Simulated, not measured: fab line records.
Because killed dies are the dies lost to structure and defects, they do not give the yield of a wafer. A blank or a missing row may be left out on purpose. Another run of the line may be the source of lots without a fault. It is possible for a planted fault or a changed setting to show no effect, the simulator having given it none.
A lot that was struck, set against a sound lot	flow n5_finfet	37 out of 1938 route steps
Sound: wafers L770.2, L770.3, L770.5. Struck: wafers L788.2, L788.3. At the end, the cause is stated.
For every step that has rows: the tool of each side, followed by ch and its chambers, followed by its first start. Under that, the readings that differ: sound wafers	struck wafers	difference of the means	sigmas: that difference in standard deviations of wafers without a fault.
alike: readings with means less than 2 such deviations apart, plus words and numbers identical on both sides. not compared: withheld readings, readings lacking a value on some wafer, bounds such as >300 that could conceal the same value, and numbers that have no deviation in the record and whose values overlap.
The two part at a step that has a row with sigmas, a row that says differs or no value, or rows on one side only. Numbers that don't overlap but have no deviation are shown without sigmas and don't part them. Lack of a reading on every wafer of one side parts them only where that side has two or more wafers.

first, 9 steps without rows for these wafers: N5_BEOL_M4_ANNEAL_95 (time 240 s); N5_BEOL_M4_SPUTTER_96 (material Cu, target thk 4.5 nm, time 8.29 s); N5_BEOL_M4_ECD_50 (material Cu, target thk 300 nm); N5_BEOL_M4_ANNEAL_51 (time 90 s); N5_BEOL_M4_CMP_52 (polishes, stops on SiOC, t overpolish 6.8 s, target thk 40 nm); N5_BEOL_M4_PRE_CLEAN_60 (time 15 s); N5_BEOL_M4_CO_CAP_55 (material Co, precursor CCTBA/H2, target thk 2 nm, time 102.1 s); N5_BEOL_M4_PRE_CLEAN_56 (time 15 s); N5_BEOL_M4_DEP_57 (deposits SiCN from 3MS/NH3, target thk 8 nm, time 14 s).
N5_BEOL_M4_RC_MEAS_101:
  sound on prober-02 ch 0, day 8 01:28; struck on prober-01 ch 0, day 13 12:56
  alike: DIBL_N, DIBL_P, IOFF_N, IOFF_P, ION_N, ION_P, SS_N, SS_P, VT_N, VT_P
then, 24 steps without rows for these wafers: N5_BEOL_M5_ILD_DEP_00 (deposits SiCOH lowk from DEMS/porogen, target thk 140.64 nm, time 25.9 s); N5_BEOL_M5_CURE_79 (cures SiCOH lowk, time 240 s); N5_BEOL_M5_PECVD_70 (deposits SiO2 from TEOS/O2, target thk 16 nm, time 18 s); N5_BEOL_M5_HM_DEP_02 (deposits TiN, target thk 20 nm); N5_BEOL_M5_COAT_59 (time 60 s, resist thk 60 nm); N5_BEOL_M5_COAT_60 (time 60 s, resist thk 12 nm); N5_BEOL_M5_COAT_71 (time 60 s, resist thk 5 nm); N5_BEOL_M5_COAT_05 (resist thk 30 nm); N5_BEOL_M5_EBR_07; N5_BEOL_M5_SOFTBAKE_06 (time 60 s); N5_BEOL_M5_EXPOSE_08 (exposes mask M5, target cd 28 nm); N5_BEOL_M5_PEB_09 (peb time 60 s); N5_BEOL_M5_DEVELOP_10 (develop time 30 s); N5_BEOL_M5_DESCUM_16 (chemistry O2, time 7 s); N5_BEOL_M5_ETCH_72 (etches underlayer in N2/H2, target depth 6.5 nm, time 5.2 s); N5_BEOL_M5_ETCH_61 (etches SiARC in CF4, target depth 15.6 nm, time 26 s); N5_BEOL_M5_ETCH_62 (etches SOC in N2/H2, target depth 75 nm, overetch 15 nm, time 112.5 s); N5_BEOL_M5_STRIP_63 (strips in N2/H2); N5_BEOL_M5_STRIP_73 (strips in N2/H2); N5_BEOL_M5_STRIP_64 (strips in CF4); N5_BEOL_M5_HM_OPEN_17 (chemistry Cl2/BCl3, target TiN, target depth 20 nm, overetch 6 nm); N5_BEOL_M5_STRIP_19 (strips in O2); N5_BEOL_M5_COAT_65 (time 60 s, resist thk 60 nm); N5_BEOL_M5_COAT_66 (time 60 s, resist thk 12 nm).
-- here the record skips 4 days between the struck wafers' starts before and after, leaving off in module BEOL_M5 and picking up in module PASSIVATION (first step shown: number 1916 of the route) --
N5_PASSIVATION_PECVD_35: deposits SiNx from SiH4/NH3/N2, target thk 700 nm, time 151.3 s.
  sound on pecvd-02 ch 0,1,2, day 11 20:23; struck on pecvd-02 ch 1,2, day 17 16:04
reading	sound	struck	difference	sigmas
run_length_s (s)	194.9 194.8 194.9	290.5 290.7	+95.7	+99 or more
model.SiNx_of_PASSIVATION_PECVD_35.thk_nm (nm)	681.4 677.6 698.2	1127 1121	+438	
  alike: heater_power_w, showerhead_plenum_p_Torr, showerhead_vpp_V, throttle_valve_pct
N5_PASSIVATION_STRIP_52: strips in post etch residue remover, time 1200 s.
  sound on wet_bench-03 ch 5,6,7, day 11 21:38; struck on wet_bench-01 ch 2,7, day 17 17:13
reading	sound	struck	difference	sigmas
model.SiNx_of_PASSIVATION_PECVD_35.thk_nm (nm)	681 677.2 697.8	1126 1121	+438	
N5_PASSIVATION_PROBE_49:
  rows exist in the record for the struck wafers here (prober-02, day 17 20:27), but not for the sound ones

## WHERE THEY PART
First at N5_PASSIVATION_PECVD_35; last, within this record, at N5_PASSIVATION_PROBE_49.

WHY: what the simulator had put in
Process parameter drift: pecvd-02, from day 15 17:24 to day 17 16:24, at N5_PASSIVATION_PECVD_35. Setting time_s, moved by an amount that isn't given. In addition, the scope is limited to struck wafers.
